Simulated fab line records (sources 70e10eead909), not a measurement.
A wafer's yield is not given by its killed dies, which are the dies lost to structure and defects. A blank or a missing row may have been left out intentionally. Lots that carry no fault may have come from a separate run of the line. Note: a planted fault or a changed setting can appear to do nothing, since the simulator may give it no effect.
Which of the tools did it?    flow nand-harc    18 wafers from 6 lots sampled at 5 of the route's 1159 steps

WHAT THE GAUGES READ, wafer by wafer
NHARC_END_SORT_01.
lot   measured      on         killed-at-array
L216  day 21 03:55  prober-01  21 27 30

TOOL THAT RAN EACH LOT (tool first, then ch and the chambers of the sampled wafers, then the start)
lot   NHARC_A_STAIRCASE_DESCUM_252        NHARC_A_STAIRCASE_ETCH_253          NHARC_A_STAIRCASE_DEP_301        NHARC_A_STAIRCASE_ETCH_313
L206  rie-diel-05 ch 0,2,3, day 11 22:09  rie-diel-05 ch 0,1,3, day 11 22:13  pecvd-04 ch 0,1,2, day 12 09:17  rie-diel-02 ch 0,1,2, day 12 10:20
L209  rie-diel-05 ch 0,2,3, day 12 06:37  rie-diel-05 ch 0,3, day 12 06:40    pecvd-03 ch 0,1, day 12 14:45    rie-diel-05 ch 0,2,3, day 12 15:39
L216  rie-diel-05 ch 2,3, day 13 14:28    rie-diel-05 ch 0,1, day 13 14:34    pecvd-03 ch 0,1,2, day 14 00:20  rie-diel-08 ch 2,3, day 14 01:20
L224  rie-diel-08 ch 0,1,3, day 16 01:13  rie-diel-08 ch 0,1,2, day 16 01:19  pecvd-03 ch 0,2, day 16 12:43    rie-diel-08 ch 2,3, day 16 13:41
L227  rie-diel-05 ch 0,1,2, day 16 10:53  rie-diel-05 ch 2,3, day 16 10:58    pecvd-03 ch 0,1,2, day 16 20:04  rie-diel-02 ch 0,1,3, day 16 21:05
L229  rie-diel-05 ch 2,3, day 17 01:59    rie-diel-05 ch 1,2, day 17 02:05    pecvd-02 ch 0,1, day 17 10:13    rie-diel-05 ch 1,2,3, day 17 11:08
- NHARC_A_STAIRCASE_DESCUM_252: chemistry O2, time 3 s.
- NHARC_A_STAIRCASE_ETCH_253: etches the open film in C4F8/O2, target depth 50 nm, time 20.2 s.
- NHARC_A_STAIRCASE_DEP_301: deposits SiON, target thk 30 nm.
- NHARC_A_STAIRCASE_ETCH_313: etches the open film in CF4/CHF3.

THE ANSWER, worked out from the rows above alone
Rule: the lots themselves supply what counts as usual. Put in order of their means at a reading, lots are off if they are a third of the lots or fewer, leave a main group of 4 or more, and stand apart from it by a gap of 3 or more times the standard deviation of the main group's means; of several such gaps the widest counts. The tables above print the reading to a certain number of digits; a main group whose means all agree to those digits is not used. Also off: a lot with no number at a reading for which 4 or more lots have one. The other lots that the step has rows for count as sound.
None of the lots is off at any reading shown; this tells nothing.

WHAT THE SIMULATOR PUT IN
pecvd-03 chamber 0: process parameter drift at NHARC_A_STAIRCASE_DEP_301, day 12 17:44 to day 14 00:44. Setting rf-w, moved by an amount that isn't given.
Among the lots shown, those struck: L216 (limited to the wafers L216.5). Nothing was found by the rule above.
